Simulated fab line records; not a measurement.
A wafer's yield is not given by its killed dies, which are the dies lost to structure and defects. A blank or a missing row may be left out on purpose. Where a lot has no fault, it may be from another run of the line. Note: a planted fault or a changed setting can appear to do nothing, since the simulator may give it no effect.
Chamber matching :: flow nand-harc :: NHARC_P_CONTACT_DESCUM_17 on rie-diel-09 has 4 sister chambers
The step chemistry O2, time 3 s. 16 wafers are shown with their chamber, then 8 later ones without.

== WAFERS PAIRED WITH THEIR CHAMBERS ==
wafer: L078.1
chamber: 0
drypump-motor-current-A (A): 5.3
throttle-valve-pct (%): 11.316
oes-product-au (a.u.): 1.006

wafer: L078.2
chamber: 2
drypump-motor-current-A (A): 5.8
throttle-valve-pct (%): 11.307
oes-product-au (a.u.): 1.002

wafer: L078.3
chamber: 1
drypump-motor-current-A (A): 6.5
throttle-valve-pct (%): 11.318
oes-product-au (a.u.): 0.997

wafer: L078.4
chamber: 2
drypump-motor-current-A (A): 5.7
throttle-valve-pct (%): 11.315
oes-product-au (a.u.): 1.001

wafer: L078.5
chamber: 0
drypump-motor-current-A (A): 5.3
throttle-valve-pct (%): 11.305
oes-product-au (a.u.): 0.995

wafer: L078.6
chamber: 1
drypump-motor-current-A (A): 6.5
throttle-valve-pct (%): 11.297
oes-product-au (a.u.): 0.992

wafer: L079.1
chamber: 3
drypump-motor-current-A (A): 6.3
throttle-valve-pct (%): 11.307
oes-product-au (a.u.): 0.996

wafer: L079.2
chamber: 2
drypump-motor-current-A (A): 5.8
throttle-valve-pct (%): 11.308
oes-product-au (a.u.): 1.004

wafer: L079.3
chamber: 0
drypump-motor-current-A (A): 5.3
throttle-valve-pct (%): 11.326
oes-product-au (a.u.): 1.000

wafer: L079.4
chamber: 1
drypump-motor-current-A (A): 6.5
throttle-valve-pct (%): 11.314
oes-product-au (a.u.): 0.999

wafer: L079.5
chamber: 2
drypump-motor-current-A (A): 5.7
throttle-valve-pct (%): 11.305
oes-product-au (a.u.): 0.999

wafer: L079.6
chamber: 1
drypump-motor-current-A (A): 6.5
throttle-valve-pct (%): 11.294
oes-product-au (a.u.): 0.992

wafer: L081.1
chamber: 3
drypump-motor-current-A (A): 6.3
throttle-valve-pct (%): 11.301
oes-product-au (a.u.): 0.993

wafer: L081.2
chamber: 0
drypump-motor-current-A (A): 5.3
throttle-valve-pct (%): 11.316
oes-product-au (a.u.): 0.988

wafer: L081.3
chamber: 1
drypump-motor-current-A (A): 6.5
throttle-valve-pct (%): 11.306
oes-product-au (a.u.): 0.976

wafer: L081.4
chamber: 2
drypump-motor-current-A (A): 5.8
throttle-valve-pct (%): 11.308
oes-product-au (a.u.): 0.991

SIGNATURES (means of the wafers above)
reading: drypump-motor-current-A
chamber 0: 5.300
chamber 1: 6.500
chamber 2: 5.760
chamber 3: 6.300
scatter within a chamber: 0.0316

reading: throttle-valve-pct
chamber 0: 11.31575
chamber 1: 11.30580
chamber 2: 11.30860
chamber 3: 11.30400
scatter within a chamber: 0.00779

reading: oes-product-au
chamber 0: 0.99725
chamber 1: 0.99120
chamber 2: 0.99940
chamber 3: 0.99450
scatter within a chamber: 0.00711
Rule: for a wafer and a chamber, the distance is found by dividing, reading by reading, the gap between the wafer's reading and the chamber's mean by the reading's scatter, squaring, summing and taking the root. The wafer belongs to the nearest chamber; if the next one is less than 2 further off, it can't be placed. The scatter: the root of (the sum of the squares of (reading less its chamber's mean) over the shown wafers, divided by (wafers less chambers)).

== WAFERS MISSING THEIR CHAMBER ==
wafer: L081.5
drypump-motor-current-A (A): 5.8
throttle-valve-pct (%): 11.311
oes-product-au (a.u.): 0.998

wafer: L081.6
drypump-motor-current-A (A): 6.3
throttle-valve-pct (%): 11.313
oes-product-au (a.u.): 0.995

wafer: L082.1
drypump-motor-current-A (A): 5.3
throttle-valve-pct (%): 11.333
oes-product-au (a.u.): 0.994

wafer: L082.2
drypump-motor-current-A (A): 6.3
throttle-valve-pct (%): 11.330
oes-product-au (a.u.): 0.992

wafer: L082.3
drypump-motor-current-A (A): 6.5
throttle-valve-pct (%): 11.306
oes-product-au (a.u.): 0.987

wafer: L082.4
drypump-motor-current-A (A): 5.8
throttle-valve-pct (%): 11.299
oes-product-au (a.u.): 0.998

wafer: L082.5
drypump-motor-current-A (A): 6.5
throttle-valve-pct (%): 11.310
oes-product-au (a.u.): 0.987

wafer: L082.6
drypump-motor-current-A (A): 5.3
throttle-valve-pct (%): 11.325
oes-product-au (a.u.): 0.995

== CHAMBER TAKEN BY EACH ==
wafer: L081.5
from the rows above: 2
in truth: 2

wafer: L081.6
from the rows above: 3
in truth: 3

wafer: L082.1
from the rows above: 0
in truth: 0

wafer: L082.2
from the rows above: 3
in truth: 3

wafer: L082.3
from the rows above: 1
in truth: 1

wafer: L082.4
from the rows above: 2
in truth: 2

wafer: L082.5
from the rows above: 1
in truth: 1

wafer: L082.6
from the rows above: 0
in truth: 0
8 of 8 placed correctly. Not placeable from these rows: 0. Number placed wrongly: 0.
